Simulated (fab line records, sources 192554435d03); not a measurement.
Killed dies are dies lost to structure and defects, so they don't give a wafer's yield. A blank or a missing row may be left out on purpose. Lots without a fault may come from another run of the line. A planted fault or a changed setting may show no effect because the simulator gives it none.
Chamber matching | flow n5_finfet | N5_BEOL_M3_STRIP_36 on rie_diel-02: 4 sister chambers
The step strips in N2/H2. 18 wafers are shown with their chamber, then 9 later ones without.

WAFERS WITH THEIR CHAMBER
wafer  | chamber | showerhead_plenum_p_Torr (Torr) | oes_product_au (a.u.) | drypump_motor_current_A (A)
L076.2 | 2       | 2.45                            | 0.84                  | 5.6
L076.3 | 1       | 2.49                            | 0.72                  | 5.5
L076.6 | 0       | 2.36                            | 0.75                  | 5.8
L078.2 | 0       | 2.36                            | 0.74                  | 5.7
L078.3 | 1       | 2.49                            | 0.72                  | 5.4
L078.4 | 0       | 2.36                            | 0.74                  | 5.7
L081.1 | 0       | 2.35                            | 0.75                  | 5.7
L081.3 | 1       | 2.49                            | 0.70                  | 5.4
L081.6 | 3       | 2.62                            | 0.99                  | 6.0
L082.1 | 0       | 2.35                            | 0.74                  | 5.7
L082.3 | 2       | 2.44                            | 0.84                  | 5.7
L082.4 | 3       | 2.62                            | 0.96                  | 6.0
L083.1 | 3       | 2.62                            | 0.96                  | 6.1
L083.4 | 0       | 2.35                            | 0.74                  | 5.7
L083.5 | 3       | 2.61                            | 0.96                  | 6.0
L089.1 | 0       | 2.35                            | 0.72                  | 5.7
L089.2 | 3       | 2.61                            | 0.94                  | 6.0
L089.3 | 2       | 2.44                            | 0.81                  | 5.7

SIGNATURES (means of the wafers above)
reading                  | chamber 0 | chamber 1 | chamber 2 | chamber 3 | scatter within a chamber
showerhead_plenum_p_Torr | 2.3543    | 2.4900    | 2.4433    | 2.6160    | 0.00506
oes_product_au           | 0.7400    | 0.7133    | 0.8300    | 0.9620    | 0.014
drypump_motor_current_A  | 5.714     | 5.433     | 5.667     | 6.020     | 0.0462
Rule: a wafer's distance from a chamber is the root of the sum, over the readings, of the square of ((its reading less the chamber's mean) divided by the reading's scatter). The wafer belongs to the nearest chamber; if the next one is less than 2 further off, it can't be placed. The scatter: the root of (the sum of the squares of (reading less its chamber's mean) over the shown wafers, divided by (wafers less chambers)).

WAFERS WITHOUT THEIR CHAMBER
wafer  | showerhead_plenum_p_Torr (Torr) | oes_product_au (a.u.) | drypump_motor_current_A (A)
L093.2 | 2.61                            | 0.92                  | 6.0
L093.3 | 2.44                            | 0.82                  | 5.7
L093.4 | 2.44                            | 0.82                  | 5.7
L094.3 | 2.48                            | 0.99                  | 5.5
L094.4 | 2.43                            | 0.79                  | 5.6
L094.6 | 2.34                            | 0.73                  | 5.7
L097.2 | 2.34                            | 0.72                  | 5.7
L097.4 | 2.48                            | 0.92                  | 5.4
L097.6 | 2.60                            | 0.90                  | 6.0

WHICH CHAMBER EACH WENT THROUGH
wafer  | from the rows above | in truth
L093.2 | 3                   | 3
L093.3 | 2                   | 2
L093.4 | 2                   | 2
L094.3 | 2                   | 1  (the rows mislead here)
L094.4 | 2                   | 2
L094.6 | 0                   | 0
L097.2 | 0                   | 0
L097.4 | 2                   | 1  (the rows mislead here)
L097.6 | 3                   | 3
Placed correctly: 7 of 9. Can't be placed from these rows: 0. Placed wrongly: 2.
